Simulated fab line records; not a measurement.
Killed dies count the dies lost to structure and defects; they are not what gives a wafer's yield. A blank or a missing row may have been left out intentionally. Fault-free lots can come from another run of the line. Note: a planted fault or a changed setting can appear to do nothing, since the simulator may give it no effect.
A lot that was struck, set against a sound lot -- flow nand-harc -- 20 steps out of a route of 1159
Sound: wafers L379.2, L379.3, L379.6. The struck wafers were L384.1, L384.4, L384.5. The cause comes at the end.
For every step that has rows: the tool of each side, followed by ch and its chambers, followed by its first start. Under that, the readings that differ: sound wafers -- struck wafers -- difference of the means -- sigmas: that difference in standard deviations of wafers without a fault.
alike: a reading whose means differ by less than 2 such deviations, as well as words and numbers matching on both sides. not compared: withheld readings; readings where some wafer has no value; bounds like >300 that might hide an equal value; numbers whose values overlap and for which the record gives no deviation.
The two part at a step that has a row with sigmas, a row that says differs or no value, or rows on one side only. Numbers that don't overlap but have no deviation are shown without sigmas and don't part them. A reading that every wafer of one side lacks parts them only if that side has two wafers or more.

NHARC_P_ZERO_WELL_CD_MEAS_11: the cd target is 500 nm.
  sound on cd-sem-03 ch 0, day 1 13:07; struck on cd-sem-03 ch 0, day 2 19:14
  alike: cd-nm
then, 1 step without rows for these wafers: NHARC_P_ZERO_WELL_HARDBAKE_12 (time 65 s).
NHARC_P_ZERO_WELL_DESCUM_13: chemistry O2, time 3 s.
  sound on rie-diel-01 ch 1,2,3, day 1 13:17; struck on rie-diel-10 ch 1,2,3, day 2 19:24
  alike: drypump-motor-current-A, mfc-ar-sccm, oes-product-au, rf-vpp-V, showerhead-plenum-p-Torr, throttle-valve-pct
  not compared: rf-hours-counter-h
NHARC_P_ZERO_WELL_ETCH_65: etches the open film in N2/H2, target depth 80 nm, overetch 24 nm, time 87.88 s.
  sound on rie-diel-01 ch 0,3, day 1 13:22; struck on rie-diel-10 ch 1,2, day 2 19:30
reading,sound,struck,difference,sigmas
drypump-motor-current-A (A),6.5 6.4 6.5,5.5 5.4 5.5,-1.0,-2
  alike: mfc-ar-sccm, oes-product-au, rf-fwd-power-W, rf-vpp-V, showerhead-plenum-p-Torr, throttle-valve-pct
  not compared: rf-hours-counter-h
NHARC_P_ZERO_WELL_ETCH_62: etches the open film in CHF3/Ar, target depth 13 nm, time 6.5 s.
  sound: rie-diel-01 ch 0,2,3; struck: rie-diel-10 ch 2,3
reading,sound,struck,difference,sigmas
drypump-motor-current-A (A),6.4 6.5 6.2,5.2 5.4 5.2,-1.1,-3
  alike: mfc-ar-sccm, oes-product-au, rf-fwd-power-W, rf-vpp-V, showerhead-plenum-p-Torr, throttle-valve-pct
  not compared: rf-hours-counter-h
NHARC_P_ZERO_WELL_ETCH_63: etches the open film in HBr/Cl2, target depth 120 nm, time 40.1 s.
  sound on rie-si-04 ch 0,3, day 1 13:32; struck on rie-si-04 ch 1,2,3, day 2 19:40
  alike: drypump-motor-current-A, oes-product-au, rf-fwd-power-W, throttle-valve-pct
  not compared: rf-hours-counter-h
then, 6 steps without rows for these wafers: NHARC_P_ZERO_WELL_STRIP_15 (strips in SPM, time 900 s); NHARC_P_ZERO_WELL_DEHYDRATE_16 (time 120 s); NHARC_P_ZERO_WELL_HMDS_17 (time 30 s); NHARC_P_ZERO_WELL_COAT_18; NHARC_P_ZERO_WELL_SOFTBAKE_19 (time 95 s); NHARC_P_ZERO_WELL_EBR_20.
NHARC_P_ZERO_WELL_EXPOSE_21: exposes mask P NWELL, target cd 720 nm.
  sound on krf-scanner-01 ch 0, day 1 14:12; struck on krf-scanner-02 ch 0, day 2 20:26
reading,sound,struck,difference,sigmas
mask,P_NWELL#0 P_NWELL#0 P_NWELL#0,P_NWELL_R1#0 P_NWELL_R1#0 P_NWELL_R1#0,differs,
then, 2 steps without rows for these wafers: NHARC_P_ZERO_WELL_PEB_22 (peb time 85 s); NHARC_P_ZERO_WELL_DEVELOP_23 (time 70 s).
NHARC_P_ZERO_WELL_CD_MEAS_24: the cd target is 720 nm.
  sound on cd-sem-02 ch 0, day 1 14:21; struck on cd-sem-02 ch 0, day 2 20:35
reading,sound,struck,difference,sigmas
cd-nm (nm),718.4 719.7 717.5,695.0 694.5 694.5,-23.9,-12
then, 1 step without rows for these wafers: NHARC_P_ZERO_WELL_HARDBAKE_25 (time 80 s).
NHARC_P_ZERO_WELL_DESCUM_26: chemistry O2, time 3 s.
  sound on rie-diel-10 ch 0,1, day 1 14:31; struck on rie-diel-10 ch 0,3, day 2 20:46
reading,sound,struck,difference,sigmas
rf-vpp-V (V),58.7 57.4 58.8,56.0 56.0 55.6,-2.4,-3
model.P_ZERO_WELL.cd-nm (nm),718.1 720.1 718.1,695.4 695.1 695.2,-23.5,
  alike: drypump-motor-current-A, mfc-ar-sccm, oes-product-au, showerhead-plenum-p-Torr, throttle-valve-pct
  not compared: rf-hours-counter-h
after that, 1 step had no rows for these wafers: NHARC_P_ZERO_WELL_IMPLANT_27.
-- jump in the record: it breaks off in module P_ZERO_WELL and resumes in module END (first step shown: number 1159 of the route), and 18 days separate the struck wafers' starts before and after --
NHARC_END_SORT_01:
  the record has rows for the struck wafers here (prober-01 ch 0, day 20 14:34) and none for the sound ones

WHERE THEY PART
At NHARC_P_ZERO_WELL_ETCH_65 first; at NHARC_END_SORT_01 last (within this record only).

WHY: the cause the simulator had injected
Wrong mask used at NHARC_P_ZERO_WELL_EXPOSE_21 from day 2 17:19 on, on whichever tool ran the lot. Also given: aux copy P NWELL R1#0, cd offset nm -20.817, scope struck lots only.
